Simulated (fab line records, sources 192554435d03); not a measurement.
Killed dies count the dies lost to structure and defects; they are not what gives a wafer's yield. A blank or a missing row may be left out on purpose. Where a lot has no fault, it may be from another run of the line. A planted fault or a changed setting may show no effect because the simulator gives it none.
fab line records	flow n5_finfet	part 1 of 2: steps 1 to 19 of 27
[record] lots = 5	wafers = 15	last_day = 17
route steps=1938 shown BEOL_M2@870
lots with no fault: from the same line, run without faults
start_h: hours from the record's opening day to when the first of the lot's shown wafers began	wait_h: time in hours since the lot's previous step	" as in the row above	L1.1+2: several wafers, shown together as one row	- no value, or no start given	* or withheld: withheld	< > ~ a bound
route shown NAME@n: a module of which the file shows steps, and the number in the route of the first	usual: average and standard deviation across the fault-free wafers	same: alike in all rows	chamber/n: place in a boat	sites: per-site readings	_std_site: the standard deviation of these	_edge_site: outer sites' mean less inner sites'	radius_mm: how far each site lies from the wafer's centre	mask NAME#n: copy n	behind: the last tool/chamber to shape the wafer	hold: why the lot was held/for how many hours/how that ended	device: transistor that didn't switch, given as n, p or np	end of line: the tests these same wafers got at the end of their route	step lacking rows: just its recipe	killed: dies that structure and defects cost at the first sort, which is not the same as the wafer's yield	map: a wafer's dies, x killed, . not, _ none there
set.NAME: the setting as run; set.NAME@STEP: as run at that earlier step	model.NAME: the simulator's own value behind a step, which no gauge read
certain route steps with their lots: each step a table, each wafer a row
services: when a tool's chamber went out of use (start_h, in hours from the record's first day, below 0 if earlier), for how many hours, and the reason
[[steps]]
[step N5_BEOL_M2_COAT_22]
[recipe] resist = CAR-EUV	spin_rpm = 1500	resist_thk_nm = 30
lot.wafer	tool	chamber	start_h	wait_h
L074.1+3+6	litho_track-02	0	-	-
L087.2+3+4	litho_track-04	0	-	-
L089.1+3+6	litho_track-02	0	-	-
L090.1+4+5	litho_track-03	0	-	-
L095.2+5+6	litho_track-04	0	-	-
[step N5_BEOL_M2_EBR_24]
[recipe] solvent = PGMEA	ebr_width_mm = 1.5
lot.wafer	tool	chamber	start_h	wait_h
L074.1+3+6	litho_track-02	0	-	-
L087.2+3+4	litho_track-04	0	-	-
L089.1+3+6	litho_track-02	0	-	-
L090.1+4+5	litho_track-03	0	-	-
L095.2+5+6	litho_track-04	0	-	-
[step N5_BEOL_M2_SOFTBAKE_23]
[recipe] temp_c = 110	time_s = 60	resist = CAR-EUV
lot.wafer	tool	chamber	start_h	wait_h
L074.1+3+6	litho_track-02	0	-	-
L087.2+3+4	litho_track-04	0	-	-
L089.1+3+6	litho_track-02	0	-	-
L090.1+4+5	litho_track-03	0	-	-
L095.2+5+6	litho_track-04	0	-	-
[step N5_BEOL_M2_EXPOSE_25]
[recipe] mask_id = V1	na = 0.33	source_shape = quasar	sigma_inner = 0.2	sigma_outer = 0.8	polarization = unpolarized	defocus_nm = 5	dose_mj = 63
[usual] exposure_dose_mJ_cm2 = 62.96/0.08
lot.wafer	tool	chamber	start_h	wait_h	mask	exposure_dose_mJ_cm2
L074.1	euv_scanner-02	0	140.47	-	V1#0	62.92
L074.3	"	0	"	"	V1#0	62.90
L074.6	"	0	"	"	V1#0	62.90
L087.2	euv_scanner-02	0	212.94	-	V1#0	62.81
L087.3	"	0	"	"	V1#0	62.80
L087.4	"	0	"	"	V1#0	62.92
L089.1	euv_scanner-01	0	225.29	-	V1#0	62.99
L089.3	"	0	"	"	V1#0	63.14
L089.6	"	0	"	"	V1#0	63.12
L090.1	euv_scanner-01	0	234.24	-	V1#0	63.11
L090.4	"	0	"	"	V1#0	63.11
L090.5	"	0	"	"	V1#0	63.07
L095.2	euv_scanner-02	0	267.66	-	V1#0	62.89
L095.5	"	0	"	"	V1#0	63.02
L095.6	"	0	"	"	V1#0	62.91
[step N5_BEOL_M2_PEB_26]
[recipe] peb_temp_c = 100	peb_time_s = 60	resist = CAR-EUV
lot.wafer	tool	chamber	start_h	wait_h
L074.1+3+6	litho_track-02	0	140.55	0.1
L087.2+3+4	litho_track-02	0	213.01	0.1
L089.1+3+6	litho_track-02	0	225.37	0.1
L090.1+4+5	litho_track-03	0	234.32	0.1
L095.2+5+6	litho_track-04	0	267.73	0.1
[step N5_BEOL_M2_DEVELOP_27]
[recipe] develop_time_s = 30	developer = TMAH	resist = CAR-EUV	rinse_liquid = surfactant_rinse	dry = air_spin	dev_temp_c = 23
lot.wafer	tool	chamber	start_h	wait_h
L074.1+3+6	litho_track-02	0	-	-
L087.2+3+4	litho_track-02	0	-	-
L089.1+3+6	litho_track-02	0	-	-
L090.1+4+5	litho_track-03	0	-	-
L095.2+5+6	litho_track-04	0	-	-
[step N5_BEOL_M2_CD_MEAS_28]
[recipe] target_cd_nm = 26.2	landing_energy_ev = 500	detector = se_inlens	target_cd_y_nm = 24.1	polarity = opening
[usual] cd_nm = 26.23/0.25
lot.wafer	tool	chamber	start_h	wait_h	cd_nm
L074.1	cd_sem-01	0	140.62	-	26.73
L074.3	"	0	"	"	26.29
L074.6	"	0	"	"	26.55
L087.2	cd_sem-02	0	213.08	-	26.49
L087.3	"	0	"	"	25.93
L087.4	"	0	"	"	25.88
L089.1	cd_sem-01	0	225.44	-	26.35
L089.3	"	0	"	"	26.14
L089.6	"	0	"	"	26.11
L090.1	cd_sem-03	0	234.39	-	26.81
L090.4	"	0	"	"	26.36
L090.5	"	0	"	"	26.28
L095.2	cd_sem-02	0	267.80	-	25.99
L095.5	"	0	"	"	26.45
L095.6	"	0	"	"	26.17
[step N5_BEOL_M2_OVL_MEAS_29]
[recipe] points_per_wafer = 522
[usual] V1_OVL = 0.9/0.65
lot.wafer	tool	chamber	start_h	wait_h	V1_OVL[nm]
L074.1	overlay-01	0	140.65	0.0	1.0
L074.3	"	0	"	"	0.5
L074.6	"	0	"	"	1.4
L087.2	overlay-02	0	213.12	0.0	0.1
L087.3	"	0	"	"	1.3
L087.4	"	0	"	"	1.0
L089.1	overlay-02	0	225.47	0.0	0.2
L089.3	"	0	"	"	0.6
L089.6	"	0	"	"	-0.2
L090.1	overlay-02	0	234.42	0.0	0.1
L090.4	"	0	"	"	0.5
L090.5	"	0	"	"	0.9
L095.2	overlay-02	0	267.83	0.0	0.1
L095.5	"	0	"	"	1.1
L095.6	"	0	"	"	-0.2
[step N5_BEOL_M2_INSPECT_30]
[recipe] mode = adi	inspect_instrument = brightfield
[usual] raw_defect_count = 413/79
lot.wafer	tool	chamber	start_h	wait_h	raw_defect_count
L074.1	defect_inspect-01	-	140.71	0.1	412
L074.3	"	-	"	"	347
L074.6	"	-	"	"	470
L087.2	defect_inspect-02	-	213.17	0.0	491
L087.3	"	-	"	"	486
L087.4	"	-	"	"	319
L089.1	defect_inspect-02	-	225.53	0.1	540
L089.3	"	-	"	"	441
L089.6	"	-	"	"	386
L090.1	defect_inspect-01	-	234.47	0.1	435
L090.4	"	-	"	"	432
L090.5	"	-	"	"	576
L095.2	defect_inspect-02	-	267.89	0.0	364
L095.5	"	-	"	"	321
L095.6	"	-	"	"	296
[step N5_BEOL_M2_DESCUM_33]
[recipe] chemistry = O2	time_s = 7	source_power_w = 50	bias_power_w = 20	pressure_mtorr = 20	rf_frequency_hz = 2.712e+07	temp_c = 40	resist = CAR-EUV	o2_flow_sccm = 225
[usual] drypump_motor_current_A = 5.6/0.34	oes_product_au = 0.77/0.09	rf_vpp_V = 243.4/1.3	showerhead_plenum_p_Torr = 2.11/0.065	throttle_valve_pct = 20.40/0.29
lot.wafer	tool	chamber	start_h	wait_h	drypump_motor_current_A	oes_product_au	rf_hours_counter_h	rf_vpp_V	showerhead_plenum_p_Torr	throttle_valve_pct
L074.1	rie_diel-03	2	140.74	0.0	5.0	0.75	163	242.7	2.11	20.37
L074.3	"	3	"	"	5.7	0.82	98	242.8	2.00	19.80
L074.6	"	3	"	"	5.7	0.83	-	242.4	2.00	19.81
L087.2	rie_diel-01	0	213.20	0.0	5.9	0.90	27	242.0	2.05	20.34
L087.3	"	3	"	"	5.6	0.69	229	242.2	2.07	20.77
L087.4	"	0	"	"	5.9	0.90	-	241.2	2.05	20.33
L089.1	rie_diel-05	3	226.52	1.0	6.5	0.98	6	245.4	2.25	20.29
L089.3	"	0	"	"	5.4	0.74	203	245.4	2.15	20.77
L089.6	"	1	"	"	5.6	0.72	-	244.0	2.15	20.47
L090.1	rie_diel-05	0	234.51	0.0	5.4	0.74	206	243.9	2.15	20.76
L090.4	"	2	"	"	5.2	0.70	232	244.2	2.15	20.75
L090.5	"	1	"	"	5.6	0.73	-	243.6	2.15	20.47
L095.2	rie_diel-03	3	267.92	0.0	5.6	0.77	148	240.7	1.98	19.87
L095.5	"	3	"	"	5.7	0.78	-	242.5	1.98	19.87
L095.6	"	0	"	"	5.9	0.72	-	244.1	2.16	20.31
[step N5_BEOL_M2_ETCH_77]
[recipe] chemistry = N2/H2	target = underlayer	target_depth_a = 65	mask_material = CAR-EUV	time_s = 5.2	ion_energy_ev = 200	pressure_mtorr = 30	source_w = 840	bias_w = 150	n2_flow_sccm = 200	h2_flow_sccm = 200	ends = cleared
[usual] bias_w = 150.0/0.44	drypump_motor_current_A = 5.6/0.34	etch_rf_on_time_s = 5.20/0.15	oes_product_au = 0.66/0.076	rf_vpp_V = 524.6/2.5	showerhead_plenum_p_Torr = 2.57/0.068	throttle_valve_pct = 17.9/0.3
lot.wafer	tool	chamber	start_h	wait_h	bias_w	drypump_motor_current_A	etch_rf_on_time_s	oes_product_au	rf_hours_counter_h	rf_vpp_V	showerhead_plenum_p_Torr	throttle_valve_pct
L074.1	rie_diel-03	2	140.78	0.0	149.7	5.0	5.34	0.63	163	523.3	2.55	17.7
L074.3	"	3	"	"	149.4	5.7	5.02	0.70	98	521.5	2.47	17.5
L074.6	"	3	"	"	148.9	5.7	5.07	0.70	-	521.7	2.47	17.5
L087.2	rie_diel-01	0	213.24	0.0	150.1	5.9	5.29	0.75	27	522.0	2.51	17.8
L087.3	"	3	"	"	149.9	5.6	5.18	0.59	229	522.9	2.51	18.2
L087.4	"	0	"	"	149.6	5.9	5.29	0.75	-	520.7	2.51	17.8
L089.1	rie_diel-05	3	226.56	0.0	150.1	6.5	4.99	0.83	6	527.7	2.70	17.5
L089.3	"	0	"	"	149.0	5.4	5.06	0.63	203	527.3	2.63	18.3
L089.6	"	1	"	"	150.3	5.6	5.38	0.61	-	527.2	2.59	17.7
L090.1	rie_diel-05	0	234.54	0.0	150.4	5.4	5.04	0.64	206	525.0	2.63	18.4
L090.4	"	2	"	"	149.2	5.2	5.41	0.59	232	525.7	2.63	18.4
L090.5	"	1	"	"	149.8	5.6	5.30	0.61	-	525.3	2.59	17.7
L095.2	rie_diel-03	3	267.95	0.0	149.9	5.6	5.12	0.66	148	523.2	2.45	17.6
L095.5	"	3	"	"	150.1	5.7	5.11	0.67	-	521.6	2.45	17.6
L095.6	"	0	"	"	149.3	5.9	5.37	0.61	-	525.7	2.62	17.7
[step N5_BEOL_M2_ETCH_69]
[recipe] chemistry = CF4	target = SiARC	target_depth_a = 156	mask_material = CAR-EUV	time_s = 26	ion_energy_ev = 80	pressure_mtorr = 40	source_w = 545	bias_w = 36	Ar_flow_sccm = 100	cf4_flow_sccm = 100	ends = cleared
[usual] bias_w = 36.01/0.11	drypump_motor_current_A = 5.6/0.34	etch_rf_on_time_s = 26.1/0.77	oes_product_au = 0.66/0.076	rf_vpp_V = 184.3/1.1	showerhead_plenum_p_Torr = 2.16/0.061	throttle_valve_pct = 15.61/0.27
lot.wafer	tool	chamber	start_h	wait_h	bias_w	drypump_motor_current_A	etch_rf_on_time_s	oes_product_au	rf_hours_counter_h	rf_vpp_V	showerhead_plenum_p_Torr	throttle_valve_pct
L074.1	rie_diel-03	2	140.79	0.0	35.93	5.0	26.5	0.64	163	182.2	2.14	15.47
L074.3	"	3	"	"	36.17	5.7	24.9	0.71	98	183.1	2.07	15.20
L074.6	"	3	"	"	36.05	5.6	24.9	0.72	-	183.9	2.07	15.20
L087.2	rie_diel-01	0	213.25	0.0	36.00	5.9	26.1	0.75	27	184.0	2.10	15.42
L087.3	"	3	"	"	36.01	5.6	26.1	0.60	229	183.7	2.13	16.01
L087.4	"	0	"	"	36.00	5.9	26.0	0.76	-	183.3	2.10	15.42
L089.1	rie_diel-05	3	226.58	0.0	36.05	6.5	25.4	0.83	6	185.5	2.29	15.38
L089.3	"	0	"	"	36.15	5.4	25.5	0.64	203	183.8	2.21	15.95
L089.6	"	1	"	"	36.01	5.6	27.1	0.62	-	185.0	2.19	15.64
L090.1	rie_diel-05	0	234.56	0.0	35.96	5.4	25.7	0.63	206	184.3	2.21	15.98
L090.4	"	2	"	"	36.00	5.2	27.3	0.59	232	182.5	2.20	16.01
L090.5	"	1	"	"	35.92	5.6	27.3	0.61	-	185.1	2.19	15.64
L095.2	rie_diel-03	3	267.97	0.0	36.02	5.7	25.4	0.67	148	182.7	2.05	15.31
L095.5	"	3	"	"	36.08	5.6	25.4	0.66	-	182.7	2.05	15.30
L095.6	"	0	"	"	35.86	5.9	27.0	0.61	-	184.6	2.22	15.60
[step N5_BEOL_M2_ALD_98]
[recipe] material = SiO2	target_thk_a = 25	temp_c = 100	ald_precursor_family = BDEAS	ald_co_reactant = O2-plasma	pulse_time_s = 1	co_reactant_pulse_time_s = 1	purge_time_s = 2	co_reactant_purge_time_s = 2	ald_cycles = 17	pressure_torr = 2
[usual] heater_power_w = 78/6.5	precursor_pulse_height_rel = 1.000/0.02
lot.wafer	tool	chamber	start_h	wait_h	heater_power_w	precursor_pulse_height_rel
L074.1	ald_sin-02	2	141.05	0.2	77	1.001
L074.3	"	3	"	"	81	0.991
L074.6	"	3	"	"	84	1.016
L087.2	ald_sin-02	0	213.95	0.7	74	0.987
L087.3	"	1	"	"	74	0.983
L087.4	"	2	"	"	81	0.985
L089.1	ald_sin-02	3	226.66	0.1	82	1.032
L089.3	"	1	"	"	74	1.014
L089.6	"	0	"	"	73	1.016
L090.1	ald_sin-03	1	234.69	0.1	82	1.013
L090.4	"	2	"	"	68	1.016
L090.5	"	0	"	"	90	0.998
L095.2	ald_sin-01	2	268.05	0.1	61	1.012
L095.5	"	3	"	"	68	0.999
L095.6	"	2	"	"	62	0.980
[step N5_BEOL_M2_ETCHBACK_99]
[recipe] chemistry = CHF3	target = SiO2	target_depth_a = 50	time_s = 10.4	source_w = 215	bias_w = 47	Ar_flow_sccm = 200	CHF3_flow_sccm = 12	ion_energy_ev = 100	pressure_mtorr = 30
[usual] bias_w = 46.99/0.13	drypump_motor_current_A = 5.6/0.33	oes_ar_750_au = 0.78/0.08	oes_product_au = 0.78/0.082	rf_vpp_V = 242/5.8	showerhead_plenum_p_Torr = 2.16/0.063	throttle_valve_pct = 16.99/0.25
lot.wafer	tool	chamber	start_h	wait_h	bias_w	drypump_motor_current_A	oes_ar_750_au	oes_product_au	rf_hours_counter_h	rf_vpp_V	showerhead_plenum_p_Torr	throttle_valve_pct
L074.1	rie_diel-03	2	142.01	0.9	46.95	5.0	0.74	0.75	163	240	2.15	16.90
L074.3	"	1	"	"	46.91	5.7	0.86	0.88	44	245	2.17	16.78
L074.6	"	2	"	"	46.91	5.0	0.75	0.75	-	241	2.15	16.89
L087.2	rie_diel-03	1	216.09	2.1	46.94	5.7	0.82	0.83	75	246	2.16	16.83
L087.3	"	3	"	"	46.94	5.7	0.80	0.79	129	233	2.05	16.62
L087.4	"	2	"	"	47.06	5.0	0.73	0.73	192	240	2.14	16.94
L089.1	rie_diel-05	1	227.51	0.8	46.98	5.6	0.71	0.73	208	251	2.20	17.07
L089.3	"	0	"	"	46.77	5.4	0.74	0.75	204	243	2.22	17.40
L089.6	"	0	"	"	46.89	5.4	0.74	0.74	-	247	2.21	17.41
L090.1	rie_diel-03	1	241.43	6.7	47.04	5.7	0.80	0.81	85	245	2.16	16.87
L090.4	"	0	"	"	47.17	5.9	0.72	0.72	203	246	2.23	16.99
L090.5	"	0	"	"	46.77	5.9	0.72	0.71	-	245	2.23	16.98
L095.2	rie_diel-01	0	271.11	3.0	47.00	5.9	0.86	0.86	46	236	2.11	16.97
L095.5	"	2	"	"	47.04	5.7	0.92	0.91	-	236	2.10	17.06
L095.6	"	0	"	"	46.91	5.9	0.86	0.86	-	238	2.11	16.98
[step N5_BEOL_M2_ETCH_70]
[recipe] chemistry = N2/H2	target = SOC	target_depth_a = 800	overetch_a = 240	mask_material = SiARC	temp_c = 40	time_s = 130	ion_energy_ev = 200	pressure_mtorr = 30	source_w = 840	bias_w = 150	n2_flow_sccm = 200	h2_flow_sccm = 200
[usual] bias_w = 150.0/0.39	drypump_motor_current_A = 5.6/0.33	oes_product_au = 0.57/0.057	rf_vpp_V = 524.2/2.2	showerhead_plenum_p_Torr = 2.56/0.065	throttle_valve_pct = 17.78/0.27
lot.wafer	tool	chamber	start_h	wait_h	bias_w	drypump_motor_current_A	oes_product_au	rf_hours_counter_h	rf_vpp_V	showerhead_plenum_p_Torr	throttle_valve_pct
L074.1	rie_diel-03	2	142.05	0.0	150.1	5.0	0.56	163	524.8	2.55	17.70
L074.3	"	1	"	"	150.0	5.7	0.64	44	526.3	2.59	17.67
L074.6	"	2	"	"	149.9	5.0	0.56	-	524.1	2.55	17.72
L087.2	rie_diel-03	1	216.12	0.0	149.9	5.7	0.61	75	524.6	2.58	17.74
L087.3	"	3	"	"	150.1	5.7	0.58	129	521.1	2.46	17.51
L087.4	"	2	"	"	149.5	5.0	0.54	192	523.0	2.54	17.76
L089.1	rie_diel-05	1	227.55	0.0	149.4	5.6	0.54	208	528.1	2.60	17.72
L089.3	"	0	"	"	150.7	5.4	0.54	204	526.8	2.63	18.30
L089.6	"	0	"	"	150.6	5.4	0.54	-	525.3	2.63	18.30
L090.1	rie_diel-03	1	241.47	0.0	150.3	5.7	0.60	85	525.3	2.57	17.75
L090.4	"	0	"	"	150.0	5.9	0.54	203	525.3	2.63	17.66
L090.5	"	0	"	"	150.0	5.9	0.54	-	524.7	2.63	17.67
L095.2	rie_diel-01	0	271.15	0.0	149.1	5.9	0.63	46	520.0	2.50	17.79
L095.5	"	2	"	"	149.4	5.7	0.66	-	521.7	2.49	17.91
L095.6	"	0	"	"	149.7	5.9	0.64	-	522.3	2.50	17.83
[step N5_BEOL_M2_STRIP_71]
[recipe] chemistry = N2/H2	temp_c = 40	n2_flow_sccm = 200	h2_flow_sccm = 200	rf_frequency_hz = 6e+07
lot.wafer	tool	chamber	start_h	wait_h
L074.1+3+6	rie_diel-03	2,1,2	142.13	0.0
L087.2+3+4	rie_diel-03	1,3,2	216.21	0.0
L089.1+3+6	rie_diel-05	1,0,0	227.64	0.0
L090.1+4+5	rie_diel-03	1,0,0	241.55	0.0
L095.2+5+6	rie_diel-01	0,2,0	271.23	0.0
[step N5_BEOL_M2_STRIP_78]
[recipe] chemistry = N2/H2	temp_c = 40	n2_flow_sccm = 200	h2_flow_sccm = 200	rf_frequency_hz = 6e+07
lot.wafer	tool	chamber	start_h	wait_h
L074.1+3+6	rie_diel-03	2,1,2	142.14	0.0
L087.2+3+4	rie_diel-03	1,3,2	216.22	0.0
L089.1+3+6	rie_diel-05	1,0,0	227.65	0.0
L090.1+4+5	rie_diel-03	1,0,0	241.56	0.0
L095.2+5+6	rie_diel-01	0,2,0	271.24	0.0
[step N5_BEOL_M2_VIA_ETCH_34]
[recipe] chemistry = C4F6/O2	target_depth_a = 694	mask_material = SOC	pressure_mtorr = 15	ion_energy_ev = 250	taper_deg = 4	time_s = 65.9	source_w = 350	bias_w = 170	Ar_flow_sccm = 300	C4F6_flow_sccm = 10	O2_flow_sccm = 10
[usual] bias_w = 170.0/0.54	drypump_motor_current_A = 5.6/0.32	oes_ar_750_au = 0.78/0.079	oes_product_au = 0.78/0.083	rf_vpp_V = 669/16	showerhead_plenum_p_Torr = 2.85/0.081	throttle_valve_pct = 30.6/0.32
lot.wafer	tool	chamber	start_h	wait_h	bias_w	drypump_motor_current_A	oes_ar_750_au	oes_product_au	rf_hours_counter_h	rf_vpp_V	showerhead_plenum_p_Torr	throttle_valve_pct
L074.1	rie_diel-03	2	142.15	0.0	170.8	5.0	0.75	0.75	163	665	2.84	30.6
L074.3	"	1	"	"	168.8	5.7	0.86	0.87	44	676	2.87	30.4
L074.6	"	2	"	"	170.1	5.0	0.75	0.75	-	665	2.84	30.6
L087.2	rie_diel-03	1	216.23	0.0	169.3	5.7	0.82	0.82	75	676	2.85	30.4
L087.3	"	3	"	"	170.1	5.6	0.79	0.79	129	640	2.72	30.1
L087.4	"	2	"	"	170.6	5.0	0.73	0.73	192	665	2.82	30.6
L089.1	rie_diel-05	1	227.66	0.0	170.7	5.6	0.73	0.73	208	690	2.90	30.6
L089.3	"	0	"	"	169.2	5.4	0.74	0.75	204	677	2.92	31.2
L089.6	"	0	"	"	169.9	5.4	0.74	0.74	-	677	2.92	31.2
L090.1	rie_diel-03	1	241.57	0.0	170.1	5.7	0.80	0.81	85	677	2.85	30.5
L090.4	"	0	"	"	169.6	5.9	0.72	0.72	203	677	2.94	30.6
L090.5	"	0	"	"	169.2	5.9	0.73	0.72	-	677	2.94	30.6
L095.2	rie_diel-01	0	271.25	0.0	170.9	5.9	0.86	0.86	46	655	2.78	30.8
L095.5	"	2	"	"	171.2	5.8	0.92	0.91	-	654	2.77	30.8
L095.6	"	0	"	"	170.7	5.9	0.86	0.86	-	654	2.78	30.8
[step N5_BEOL_M2_STRIP_83]
[recipe] chemistry = C4F6/O2	resist = SiARC	rf_frequency_hz = 6e+07
lot.wafer	tool	chamber	start_h	wait_h
L074.1+3+6	rie_diel-03	2,1,2	142.20	0.0
L087.2+3+4	rie_diel-03	1,3,2	216.28	0.0
L089.1+3+6	rie_diel-05	1,0,0	227.71	0.0
L090.1+4+5	rie_diel-03	1,0,0	241.62	0.0
L095.2+5+6	rie_diel-01	0,2,0	271.30	0.0
